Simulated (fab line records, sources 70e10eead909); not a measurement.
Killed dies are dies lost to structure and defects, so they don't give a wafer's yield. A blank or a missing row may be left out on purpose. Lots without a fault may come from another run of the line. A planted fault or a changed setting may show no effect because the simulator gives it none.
A struck lot beside a sound one | flow nand_harc | 39 steps out of a route of 1302
Sound: wafers L361.3, L361.4, L361.6. Struck: wafers L368.3, L368.5, L368.6. The cause comes at the end.
At each step with rows: each side's tool, then ch and its chambers, then its first start. Under that, the readings that differ: sound wafers | struck wafers | difference of the means | sigmas: that difference in standard deviations of wafers without a fault.
alike: readings whose means differ by less than 2 such deviations, and words and numbers that are the same on both sides. not compared: withheld readings, readings that some wafer has no value for, bounds like >300 that may hide the same value, and numbers for which the record gives no deviation and whose values overlap.
The two part at a step that has a row with sigmas, a row that says differs or no value, or rows on one side only. Numbers that don't overlap but have no deviation are shown without sigmas and don't part them. A reading that every wafer of one side lacks parts them only if that side has two wafers or more.

first, 12 steps without rows for these wafers: NHARC_A_CHANNEL_FILL_D1_ALD_02 (deposits SiO2, target thk 6 nm, pulse time 10 s, ald cycles 60); NHARC_A_CHANNEL_FILL_D1_ALD_03 (deposits SiNx, target thk 6 nm, pulse time 60 s, ald cycles 58); NHARC_A_CHANNEL_FILL_D1_ALD_14 (deposits SiO2, target thk 2.5 nm, pulse time 10 s, ald cycles 25); NHARC_A_CHANNEL_FILL_D1_ALD_15 (deposits SiNx, target thk 2 nm, pulse time 60 s, ald cycles 19); NHARC_A_CHANNEL_FILL_D1_ALD_16 (deposits SiO2, target thk 1.5 nm, pulse time 10 s, ald cycles 15); NHARC_A_CHANNEL_FILL_D1_ANNEAL_17 (time 1800 s); NHARC_A_CHANNEL_FILL_D1_CVD_18 (deposits poly-Si, target thk 3 nm); NHARC_A_CHANNEL_FILL_D1_ETCHBACK_19 (etches the open film in HBr/Cl2, target depth 5 nm, time 1.7 s); NHARC_A_CHANNEL_FILL_D1_ETCHBACK_20 (etches the open film in C4F8/O2/Ar, target depth 27 nm, time 13.5 s); NHARC_A_CHANNEL_FILL_D1_STRIP_28 (strips in O2, time 20 s); NHARC_A_CHANNEL_FILL_D1_PRECLEAN_21 (cleans in dHF, time 30 s); NHARC_A_CHANNEL_FILL_D1_SRD_23.
NHARC_A_CHANNEL_FILL_D1_CVD_05: deposits poly-Si, target thk 5 nm.
  sound on lpcvd_poly-01 ch 0, day 14 13:20; struck on lpcvd_poly-01 ch 0, day 17 17:29
  reading               | sound             | struck            | difference | sigmas
  spike_tc_centre_C (C) | 550.8 551.1 552.2 | 563.6 564.0 563.8 | +12.4      | +9
  spike_tc_lower_C (C)  | 548.3 548.2 549.7 | 563.1 560.9 561.5 | +13.1      | +9
  spike_tc_top_C (C)    | 571.9 570.9 572.6 | 583.9 582.8 583.5 | +11.6      | +6
  spike_tc_upper_C (C)  | 548.7 548.2 548.1 | 561.2 560.7 562.7 | +13.2      | +9
then, 24 steps without rows for these wafers: NHARC_A_CHANNEL_FILL_D1_ANNEAL_22 (time 7200 s); NHARC_A_CHANNEL_FILL_D1_ALD_25 (deposits SiOx, target thk 60 nm, pulse time 10 s, ald cycles 600); NHARC_A_CHANNEL_FILL_D1_ETCHBACK_08 (etches the open film in C4F8, target depth 220 nm, time 110 s); NHARC_A_CHANNEL_FILL_D1_STRIP_29 (strips in O2, time 20 s); NHARC_A_CHANNEL_FILL_D1_PRECLEAN_30 (cleans in dHF, time 30 s); NHARC_A_CHANNEL_FILL_D1_SRD_31; NHARC_A_CHANNEL_FILL_D1_CVD_09 (deposits poly-Si, target thk 150 nm, time 3000 s); NHARC_A_CHANNEL_FILL_D1_CMP_10 (polishes, target thk 150 nm); NHARC_A_CHANNEL_FILL_D1_SRD_12; NHARC_A_DECK1_JOINT_ETCHBACK_07 (etches the open film in HBr, target depth 105 nm, time 26.9 s); NHARC_A_DECK1_JOINT_ETCH_25 (etches SiO2 in dHF, target depth 0.5 nm); NHARC_A_DECK1_JOINT_ETCH_19 (etches poly-Si in TMAH, target depth 3 nm); NHARC_A_DECK1_JOINT_ETCH_18 (etches SiO2 in dHF, target depth 3 nm); NHARC_A_DECK1_JOINT_WET_08 (chemistry H3PO4, time 86 s); NHARC_A_DECK1_JOINT_ETCH_09 (etches SiO2 in dHF, target depth 5 nm); NHARC_A_DECK1_JOINT_WET_10 (chemistry H3PO4, time 86 s); NHARC_A_DECK1_JOINT_ETCH_11 (etches SiO2 in dHF, target depth 35 nm); NHARC_A_DECK1_JOINT_CVD_12 (deposits poly-Si, target thk 90 nm, time 1800 s); NHARC_A_DECK1_JOINT_CMP_13 (polishes, target thk 51.023 nm); NHARC_A_DECK1_JOINT_SRD_04; NHARC_A_DECK1_JOINT_ETCHBACK_00 (etches the open film in HBr, target depth 30 nm, time 17.4 s); NHARC_A_DECK1_JOINT_PRECLEAN_30 (cleans in SC1); NHARC_A_DECK1_JOINT_SRD_31; NHARC_A_DECK1_JOINT_CVD_34 (deposits SiNx, target thk 20 nm).
-- the record jumps here: 15 days lie between the struck wafers' starts before and after (it left off in module A_DECK1_JOINT and takes up again in module END, whose first step shown is number 1301 of the route) --
NHARC_END_WLT_00:
  sound on prober-01, day 28 17:50; struck on prober-01, day 32 13:17
  reading                           | sound             | struck            | difference | sigmas
  VT_DECK1_BOTTOM                   | 0.871 0.863 0.880 | 0.957 0.939 0.946 | +0.076     | +10
  VT_DECK1_BOTTOM_INNER             | 0.877 0.871 0.882 | 0.956 0.936 0.954 | +0.072     | +9
  VT_DECK1_MEDIAN_NEAR_BOTTOM       | 0.872 0.867 0.879 | 0.948 0.932 0.949 | +0.070     | +9
  VT_DECK1_MEDIAN_NEAR_BOTTOM_INNER | 0.875 0.866 0.882 | 0.942 0.941 0.945 | +0.068     | +9
  VT_DECK1_MIDDLE                   | 0.889 0.887 0.890 | 0.968 0.952 0.957 | +0.070     | +9
  VT_DECK1_MIDDLE_INNER             | 0.887 0.887 0.892 | 0.967 0.956 0.956 | +0.071     | +11
  VT_DECK1_TOP                      | 0.902 0.901 0.903 | 0.977 0.977 0.969 | +0.072     | +10
  VT_DECK1_TOP_INNER                | 0.905 0.897 0.895 | 0.975 0.980 0.974 | +0.077     | +12
  alike: VT_DECK2_BOTTOM, VT_DECK2_BOTTOM_INNER, VT_DECK2_MEDIAN_NEAR_BOTTOM, VT_DECK2_MEDIAN_NEAR_BOTTOM_INNER, VT_DECK2_MIDDLE, VT_DECK2_MIDDLE_INNER, VT_DECK2_TOP, VT_DECK2_TOP_INNER
  not compared: hold
NHARC_END_SORT_01:
  sound on prober-01 ch 0, day 28 21:28; struck on prober-01 ch 0, day 32 21:52
  reading | sound | struck                                                                     | difference                   | sigmas
  hold    | - - - | await_dispo/4.9h/release await_dispo/4.9h/release await_dispo/4.9h/release | no value on the sound wafers |
  alike: killed_at_array, killed_at_other, killed_at_periphery, killed_dies, killed_open, killed_short

WHERE THEY PART
First at NHARC_A_CHANNEL_FILL_D1_CVD_05; last, within this record, at NHARC_END_SORT_01.

WHY: what the simulator had put in
Process parameter drift: lpcvd_poly-01, from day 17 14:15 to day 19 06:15, at NHARC_A_CHANNEL_FILL_D1_CVD_05. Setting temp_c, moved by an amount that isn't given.
